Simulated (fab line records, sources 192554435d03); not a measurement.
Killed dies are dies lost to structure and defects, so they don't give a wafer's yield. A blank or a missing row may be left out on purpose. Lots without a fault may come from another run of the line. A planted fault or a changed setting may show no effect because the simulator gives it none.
Chamber matching | flow n5_finfet | N5_BEOL_M6_PECVD_70 on pecvd-03: 3 sister chambers
The step deposits SiO2 from TEOS/O2, target thk 20 nm, time 22.7 s. 3 wafers are shown with their chamber, then 12 later ones without.

WAFERS WITH THEIR CHAMBER
wafer  | chamber | throttle_valve_pct (%)
L091.1 | 1       | 22.8
L091.2 | 0       | 20.7
L091.3 | 2       | 21.2

WAFERS WITHOUT THEIR CHAMBER
wafer  | throttle_valve_pct (%)
L092.1 | 20.5
L092.2 | 23.1
L092.3 | 21.1
L094.1 | 23.0
L094.2 | 20.8
L094.3 | 21.0
L094.4 | 23.1
L094.5 | 20.6
L094.6 | 21.1
L095.2 | 21.0
L095.3 | 20.7
L095.4 | 21.1

WHICH CHAMBER EACH WENT THROUGH
wafer  | from the rows above     | in truth
L092.1 | 0                       | 0
L092.2 | 1                       | 1
L092.3 | can't be placed: 2 or 0 | 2
L094.1 | 1                       | 1
L094.2 | can't be placed: 0 or 2 | 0
L094.3 | can't be placed: 2 or 0 | 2
L094.4 | 1                       | 1
L094.5 | 0                       | 0
L094.6 | can't be placed: 2 or 0 | 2
L095.2 | can't be placed: 2 or 0 | 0
L095.3 | 0                       | 0
L095.4 | can't be placed: 2 or 0 | 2
Placed correctly: 6 of 12. Can't be placed from these rows: 6 (the true chamber is among the candidates in 6). Placed wrongly: 0.
How it was worked out, from the rows above alone: a wafer's distance from a chamber is the root of the sum, over the readings, of the square of ((its reading less the chamber's mean) divided by the reading's scatter). The wafer belongs to the nearest chamber; if the next one is less than 2 further off, it can't be placed. A chamber's mean is the mean of its shown wafers. The scatter: with one shown wafer a chamber, the root of the mean of the squares of how far each hidden wafer lies from its nearest shown one.
